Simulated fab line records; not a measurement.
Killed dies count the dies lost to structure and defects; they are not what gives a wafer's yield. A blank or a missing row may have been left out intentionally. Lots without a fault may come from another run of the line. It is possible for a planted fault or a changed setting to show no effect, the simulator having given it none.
A struck lot beside a sound one | flow n5_finfet | 15 steps out of a route of 1938
Sound: wafers L707.1, L707.4, L707.6. Wafers struck: L710.1, L710.2. The cause comes at the end.
At each step with rows: each side's tool, then ch and its chambers, then its first start. Under that, the readings that differ: sound wafers | struck wafers | difference of the means | sigmas: that difference in standard deviations of wafers without a fault.
alike: same words and numbers on both sides, and readings whose means sit less than 2 such deviations apart. not compared: any withheld reading, any reading some wafer has no value for, any bound like >300 that may hide the same value, and any number with overlapping values for which the record gives no deviation.
A row with sigmas, a row that says differs or no value, or rows on one side alone: a step with any of these is where the two part. Numbers that have no deviation but don't overlap get no sigmas and don't part them. A reading that every wafer of one side lacks parts them only if that side has two wafers or more.

first, 7 steps without rows for these wafers: N5_MOL_CONTACT_COAG_COAT_77 (time 60 s, resist thk 10 nm); N5_MOL_CONTACT_COAG_COAT_78 (resist thk 40 nm); N5_MOL_CONTACT_COAG_EBR_80; N5_MOL_CONTACT_COAG_SOFTBAKE_79 (time 60 s); N5_MOL_CONTACT_COAG_EXPOSE_81 (exposes mask VG, defocus 0 nm); N5_MOL_CONTACT_COAG_PEB_82 (peb time 60 s); N5_MOL_CONTACT_COAG_DEVELOP_83 (develop time 30 s).
N5_MOL_CONTACT_COAG_CD_MEAS_84: target cd 25.1 nm.
  sound on cd_sem-02 ch 0, day 6 03:23; struck on cd_sem-01 ch 0, day 6 18:16
  alike: cd_nm
N5_MOL_CONTACT_COAG_OVL_MEAS_85:
  sound on overlay-02 ch 0, day 6 03:25; struck on overlay-01 ch 0, day 6 18:17
  alike: VG_OVL
N5_MOL_CONTACT_COAG_INSPECT_57: inspects for defects (brightfield).
  struck on defect_inspect-01, day 6 18:21; sound on defect_inspect-02, day 6 03:29
  alike: raw_defect_count
N5_MOL_CONTACT_COAG_DESCUM_88: chemistry O2, time 7 s.
  sound on rie_diel-01 ch 2,3, day 6 03:31; struck on rie_diel-01 ch 0,1, day 6 18:23
  reading                | sound             | struck      | difference | sigmas
  throttle_valve_pct (%) | 20.53 20.77 20.78 | 20.19 19.88 | -0.66      | -2
  alike: drypump_motor_current_A, oes_product_au, rf_vpp_V, showerhead_plenum_p_Torr
  not compared: rf_hours_counter_h
N5_MOL_CONTACT_COAG_ETCH_89: etches underlayer in N2/H2, target depth 13 nm, time 10.4 s.
  sound on rie_diel-01 ch 2,3, day 6 03:32; struck on rie_diel-01 ch 0,1, day 6 18:25
  reading                | sound          | struck    | difference | sigmas
  throttle_valve_pct (%) | 17.7 18.4 18.4 | 17.4 17.5 | -0.7       | -2
  alike: drypump_motor_current_A, etch_rf_on_time_s, oes_product_au, rf_vpp_V, showerhead_plenum_p_Torr
  not compared: rf_hours_counter_h
N5_MOL_CONTACT_COAG_ETCH_90: etches SiARC in CF4, target depth 13 nm, time 21.7 s.
  sound on rie_diel-01 ch 2,3, day 6 03:34; struck on rie_diel-01 ch 0,1, day 6 18:26
  reading               | sound          | struck    | difference | sigmas
  etch_rf_on_time_s (s) | 21.7 21.9 21.9 | 13.6 13.3 | -8.4       | -15
  oes_product_au (a.u.) | 0.75 0.61 0.61 | 0.95 1.06 | +0.35      | +5
  alike: drypump_motor_current_A, rf_vpp_V, showerhead_plenum_p_Torr, throttle_valve_pct
  not compared: rf_hours_counter_h
N5_MOL_CONTACT_COAG_ALD_131: deposits SiO2, target thk 5 nm, pulse time 1 s, co reactant pulse time 1 s.
  sound on ald_sin-04 ch 0,3, day 6 03:38; struck on ald_sin-03 ch 0,3, day 6 18:31
  alike: heater_power_w, precursor_pulse_height_rel
-- record jumps: 7 days separate the struck wafers' starts on either side; left off in module MOL_CONTACT_COAG, taken up again in module PASSIVATION, whose first shown step is the route's number 1936 --
N5_PASSIVATION_PROBE_49:
  struck on prober-01, day 13 19:47; sound on prober-02, day 12 23:58
  reading         | sound    | struck | difference | sigmas
  killed_at_M4_up | 17 12 13 | 25     | +11        | +2
  alike: killed_at_M0_to_M3, killed_at_contacts, killed_at_front_end, killed_at_other, killed_dies, killed_open, killed_short

== WHERE THEY PART ==
Last at N5_PASSIVATION_PROBE_49 as far as this record goes, first at N5_MOL_CONTACT_COAG_DESCUM_88.

WHY: whatever the simulator had introduced
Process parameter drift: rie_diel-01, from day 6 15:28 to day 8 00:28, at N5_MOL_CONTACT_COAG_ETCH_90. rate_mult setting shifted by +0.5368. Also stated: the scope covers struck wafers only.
